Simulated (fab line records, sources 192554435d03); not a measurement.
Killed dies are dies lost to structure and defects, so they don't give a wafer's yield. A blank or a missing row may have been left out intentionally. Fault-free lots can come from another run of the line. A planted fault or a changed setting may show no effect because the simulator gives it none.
Matching of chambers + flow n5_finfet + 3 sister chambers for N5_BEOL_M2_CO_CAP_55 on cvd_co-01
The step material Co, precursor CCTBA/H2, target thk 2 nm, time 102.1 s. 6 wafers are shown with their chamber, then 12 later ones without.

WAFERS, EACH WITH ITS CHAMBER
| wafer  | chamber | heater_power_w (W) |
|--------|---------|--------------------|
| L085.1 | 0       | 200                |
| L085.3 | 1       | 225                |
| L085.4 | 2       | 231                |
| L086.1 | 1       | 228                |
| L086.2 | 2       | 230                |
| L086.4 | 0       | 198                |

WAFERS WITHOUT THEIR CHAMBER
| wafer  | heater_power_w (W) |
|--------|--------------------|
| L088.1 | 199                |
| L088.3 | 228                |
| L088.4 | 194                |
| L092.1 | 232                |
| L092.4 | 233                |
| L092.5 | 234                |
| L094.1 | 235                |
| L094.2 | 232                |
| L094.5 | 201                |
| L095.2 | 197                |
| L095.3 | 233                |
| L095.4 | 235                |

THE CHAMBER EACH PASSED THROUGH
| wafer  | from the rows above     | in truth                   |
|--------|-------------------------|----------------------------|
| L088.1 | 0                       | 0                          |
| L088.3 | can't be placed: 1 or 2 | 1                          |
| L088.4 | 0                       | 0                          |
| L092.1 | 2                       | 2                          |
| L092.4 | 2                       | 2                          |
| L092.5 | 2                       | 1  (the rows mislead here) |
| L094.1 | 2                       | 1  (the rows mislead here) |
| L094.2 | 2                       | 2                          |
| L094.5 | 0                       | 0                          |
| L095.2 | 0                       | 0                          |
| L095.3 | 2                       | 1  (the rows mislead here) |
| L095.4 | 2                       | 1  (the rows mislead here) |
Placed correctly: 7 of 12. Unplaceable from these rows: 1, with the true chamber sitting among the candidates in 1. Wrongly placed: 4.
How it was worked out, from the rows above alone: a wafer's distance from a chamber is the root of the sum, over the readings, of the square of ((its reading less the chamber's mean) divided by the reading's scatter). If the next closest chamber is less than 2 further off than the closest, the wafer can't be placed; otherwise it belongs to the closest. A chamber's mean is the mean of its shown wafers. How the scatter is found: for the shown wafers, subtract from each reading the mean of its chamber, square and add these, divide the total by (wafers less chambers), then take the root.
